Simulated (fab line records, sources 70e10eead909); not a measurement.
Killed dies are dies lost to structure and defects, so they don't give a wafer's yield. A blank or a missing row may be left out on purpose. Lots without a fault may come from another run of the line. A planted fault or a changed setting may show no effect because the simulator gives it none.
Which tool did it? | flow nand_harc | 11 lots, 33 wafers sampled, at 6 steps of a route of 1302

WHAT THE GAUGES READ, wafer by wafer
NHARC_P_CONTACT_CD_MEAS_12: target cd 90 nm. Usual: cd_nm 89.8 nm, standard deviation 0.55.
lot  | measured     | on        | cd_nm (nm)     | flag
L545 | day 5 19:29  | cd_sem-02 | 90.8 90.1 89.7 |
L546 | day 6 10:58  | cd_sem-03 | 90.5 90.6 90.2 |
L548 | day 7 02:17  | cd_sem-02 | 89.8 90.7 90.3 |
L547 | day 7 04:47  | cd_sem-02 | 88.9 88.6 89.3 |
L549 | day 7 14:29  | cd_sem-01 | 89.8 89.2 90.1 |
L554 | day 9 10:42  | cd_sem-03 | 89.9 90.6 90.4 |
L555 | day 10 03:11 | cd_sem-02 | 90.3 90.3 90.4 |
L556 | day 10 16:52 | cd_sem-02 | 89.3 89.5 89.8 |
L559 | day 12 01:43 | cd_sem-02 | 89.3 89.0 89.2 |
L564 | day 13 23:04 | cd_sem-01 | 89.5 89.7 89.7 |
L567 | day 14 23:47 | cd_sem-01 | 90.8 90.2 90.5 |

NHARC_P_M0_CD_MEAS_09: target cd 90 nm. Usual: cd_nm 89.8 nm, standard deviation 0.48.
lot  | measured     | on        | cd_nm (nm)     | flag
L545 | day 5 23:41  | cd_sem-02 | 90.5 90.8 90.1 |
L546 | day 6 15:09  | cd_sem-01 | 89.4 89.9 89.6 |
L548 | day 7 06:43  | cd_sem-03 | 89.5 89.8 89.8 |
L547 | day 7 09:17  | cd_sem-03 | 89.0 89.2 89.7 |
L549 | day 7 18:38  | cd_sem-03 | 90.0 89.9 89.8 |
L554 | day 9 14:52  | cd_sem-03 | 90.3 90.7 90.4 |
L555 | day 10 07:25 | cd_sem-02 | 89.8 90.7 90.9 |
L556 | day 10 21:01 | cd_sem-02 | 90.5 90.4 90.1 |
L559 | day 12 05:53 | cd_sem-01 | 89.3 90.0 89.6 |
L564 | day 14 03:38 | cd_sem-03 | 90.4 89.5 82.5 | OFF
L567 | day 15 03:58 | cd_sem-02 | 89.8 89.3 89.6 |

NHARC_END_SORT_01. Usual: defect_limited_yield 91 %, standard deviation 3.4; killed_at_array 54, standard deviation 23; killed_at_other 1.2, standard deviation 1.5; killed_at_periphery 3.9, standard deviation 2.5; killed_dies 59, standard deviation 23; killed_open 3.2, standard deviation 1.7; killed_short 2.4, standard deviation 1.6; sort_bin_2_pct 3.0 %, standard deviation 1.4; sort_bin_3_pct 0.7 %, standard deviation 0.45; sort_bin_4_pct 5.0 %, standard deviation 1.9; sort_n_pass 618, standard deviation 23; sort_rim_yield_pct 92 %, standard deviation 3.8; sort_yield_pct 91 %, standard deviation 3.4.
lot  | measured     | on        | defect_limited_yield (%) | killed_at_array | killed_at_other | killed_at_periphery | killed_dies | killed_open | killed_short | sort_bin_2_pct (%) | sort_bin_3_pct (%) | sort_bin_4_pct (%) | sort_n_pass | sort_rim_yield_pct (%) | sort_yield_pct (%) | flag
L564 | day 32 09:09 | prober-01 | 92                       | 48              | 4               | 4                   | 56          | 1           | 1            | 3.4                | 0.3                | 4.6                | 621         | 89                     | 92                 |

WHICH TOOL RAN EACH LOT (tool, then ch and the chambers of the sampled wafers, then the start)
lot  | NHARC_P_CONTACT_ETCH_36                       | NHARC_P_CONTACT_CVD_23                   | NHARC_P_M0_PEB_07
L545 | rie_diel-01 ch 2,3, day 5 23:37 or earlier    | cvd_w-02 ch 0,1, day 5 23:37 or earlier  | litho_track-01 ch 0, day 5 23:37
L546 | rie_diel-02 ch 0,1,3, day 6 15:04 or earlier  | cvd_w-01 ch 0,1, day 6 15:04 or earlier  | litho_track-04 ch 0, day 6 15:04
L548 | rie_diel-01 ch 2,3, day 7 06:38 or earlier    | cvd_w-02 ch 0,1, day 7 06:38 or earlier  | litho_track-04 ch 0, day 7 06:38
L547 | rie_diel-02 ch 1,3, day 7 09:12 or earlier    | cvd_w-01 ch 1, day 7 09:12 or earlier    | litho_track-04 ch 0, day 7 09:12
L549 | rie_diel-01 ch 0,1, day 7 18:34 or earlier    | cvd_w-01 ch 0,1, day 7 18:34 or earlier  | litho_track-04 ch 0, day 7 18:34
L554 | rie_diel-05 ch 0,1,2, day 9 14:47 or earlier  | cvd_w-02 ch 0,1, day 9 14:47 or earlier  | litho_track-01 ch 0, day 9 14:47
L555 | rie_diel-05 ch 0,3, day 10 07:20 or earlier   | cvd_w-02 ch 0,1, day 10 07:20 or earlier | litho_track-06 ch 0, day 10 07:20
L556 | rie_diel-01 ch 0,3, day 10 20:56 or earlier   | cvd_w-01 ch 0,1, day 10 20:56 or earlier | litho_track-06 ch 0, day 10 20:56
L559 | rie_diel-01 ch 0,2,3, day 12 05:49 or earlier | cvd_w-02 ch 0,1, day 12 05:49 or earlier | litho_track-01 ch 0, day 12 05:49
L564 | rie_diel-05 ch 0,2, day 14 03:33 or earlier   | cvd_w-01 ch 0,1, day 14 03:33 or earlier | litho_track-06 ch 0, day 14 03:33
L567 | rie_diel-02 ch 0,2,3, day 15 03:53 or earlier | cvd_w-01 ch 0,1, day 15 03:53 or earlier | litho_track-04 ch 0, day 15 03:53
- NHARC_P_CONTACT_ETCH_36: etches the open film in N2/H2, target depth 260 nm, time 406.25 s.
- NHARC_P_CONTACT_CVD_23: deposits W, target thk 200 nm, time 557 s.
- NHARC_P_M0_PEB_07: peb time 65 s.

WHAT THE TOOLS THEMSELVES READ (means of the sampled wafers that have a number; where no wafer has one, the mark that the record gives instead)
NHARC_P_CONTACT_ETCH_36. Usual: chamber_pressure_mTorr 29.998 mTorr, standard deviation 0.027; drypump_motor_current_A 5.6 A, standard deviation 0.47; oes_product_au 1.000 a.u., standard deviation 0.0077; rf_vpp_V 430.6 V, standard deviation 2.5; showerhead_plenum_p_Torr 2.05 Torr, standard deviation 0.087; throttle_valve_pct 14.170 %, standard deviation 0.0099.
lot  | tool        | chamber_pressure_mTorr (mTorr) | drypump_motor_current_A (A) | oes_product_au (a.u.) | rf_vpp_V (V) | showerhead_plenum_p_Torr (Torr) | throttle_valve_pct (%) | flag
L545 | rie_diel-01 | 29.980                         | 6.1                         | 0.996                 | 430.0        | 2.00                            | 14.160                 |
L546 | rie_diel-02 | 30.025                         | 5.8                         | 1.000                 | 430.6        | 2.06                            | 14.170                 |
L548 | rie_diel-01 | 29.969                         | 5.6                         | 0.993                 | 428.3        | 1.97                            | 14.176                 |
L547 | rie_diel-02 | 29.977                         | 5.4                         | 0.999                 | 433.5        | 2.12                            | 14.173                 |
L549 | rie_diel-01 | 30.003                         | 5.6                         | 0.999                 | 429.4        | 2.01                            | 14.174                 |
L554 | rie_diel-05 | 30.040                         | 5.6                         | 1.000                 | 431.8        | 2.12                            | 14.170                 |
L555 | rie_diel-05 | 30.025                         | 5.2                         | 1.008                 | 432.7        | 2.09                            | 14.176                 |
L556 | rie_diel-01 | 30.016                         | 5.8                         | 0.998                 | 428.9        | 1.98                            | 14.177                 |
L559 | rie_diel-01 | 30.012                         | 5.7                         | 1.004                 | 428.3        | 1.98                            | 14.170                 |
L564 | rie_diel-05 | 30.013                         | 5.7                         | 0.996                 | 432.6        | 2.09                            | 14.166                 |
L567 | rie_diel-02 | 30.001                         | 5.8                         | 1.004                 | 429.3        | 2.00                            | 14.168                 |

NHARC_P_CONTACT_CVD_23. Usual: heater_power_w 537 W, standard deviation 30; susceptor_temp_C 300.01 C, standard deviation 0.18; throttle_valve_pct 7.98 %, standard deviation 0.29.
lot  | tool     | heater_power_w (W) | susceptor_temp_C (C) | throttle_valve_pct (%) | flag
L545 | cvd_w-02 | 553                | -                    | 7.76                   | OFF
L546 | cvd_w-01 | 510                | 299.92               | 7.97                   |
L548 | cvd_w-02 | 555                | 299.93               | 8.10                   |
L547 | cvd_w-01 | 550                | 299.87               | 8.13                   |
L549 | cvd_w-01 | 526                | -                    | 7.95                   | OFF
L554 | cvd_w-02 | 557                | 299.99               | 7.96                   |
L555 | cvd_w-02 | 547                | 300.14               | 7.96                   |
L556 | cvd_w-01 | 532                | 300.02               | 7.90                   |
L559 | cvd_w-02 | 551                | -                    | 7.97                   | OFF
L564 | cvd_w-01 | 525                | 299.96               | 8.10                   |
L567 | cvd_w-01 | 536                | 299.99               | 8.19                   |

NHARC_P_M0_PEB_07. Usual: chill_plate_temp_C 23.01 C, standard deviation 0.091; heater_power_total_W 156.6 W, standard deviation 0.42.
lot  | tool           | chill_plate_temp_C (C) | heater_power_total_W (W) | flag
L545 | litho_track-01 | 23.04                  | 156.5                    |
L546 | litho_track-04 | 22.96                  | 156.9                    |
L548 | litho_track-04 | 23.09                  | 156.5                    |
L547 | litho_track-04 | 22.87                  | 157.0                    |
L549 | litho_track-04 | 23.16                  | 156.8                    |
L554 | litho_track-01 | 23.01                  | 156.9                    |
L555 | litho_track-06 | 23.01                  | 156.8                    |
L556 | litho_track-06 | 23.03                  | 156.9                    |
L559 | litho_track-01 | 23.09                  | 156.5                    |
L564 | litho_track-06 | 22.96                  | 162.7                    | OFF
L567 | litho_track-04 | 23.01                  | 156.6                    |

THE ANSWER, worked out from the rows above alone
Rule: a lot is off if the mean of its wafers that have a number lies more than 3 standard deviations from the usual mean. A lot without any number at a reading at which 4 lots or more have one is off too. The other lots that the step has rows for count as sound. The gauges are gone through in route order, then the tools' own readings, and for those a lot's mean is taken as printed above. The first step at which some lot is off is used, and at that step the reading that is off furthest; a lot without a number counts as furthest.
Off: L564, at NHARC_P_M0_CD_MEAS_09 (cd_nm).
A tool fits if, at a process step before that reading, it ran every lot that is off, and no sound lot after the first of them. The gauges at NHARC_P_M0_CD_MEAS_09 aren't tried: what is off there is off at NHARC_P_M0_PEB_07 too, on other tools, and a gauge's error can't cause that. NHARC_P_CONTACT_ETCH_36 gives no start for some lots, so the hours and the order of its lots are those of NHARC_P_M0_PEB_07. NHARC_P_CONTACT_CVD_23 gives no start for some lots, so the hours and the order of its lots are those of NHARC_P_M0_PEB_07. Can't be told from this: 2 tools fit, rie_diel-05 at NHARC_P_CONTACT_ETCH_36, litho_track-06 at NHARC_P_M0_PEB_07.

WHAT THE SIMULATOR HAD PUT IN
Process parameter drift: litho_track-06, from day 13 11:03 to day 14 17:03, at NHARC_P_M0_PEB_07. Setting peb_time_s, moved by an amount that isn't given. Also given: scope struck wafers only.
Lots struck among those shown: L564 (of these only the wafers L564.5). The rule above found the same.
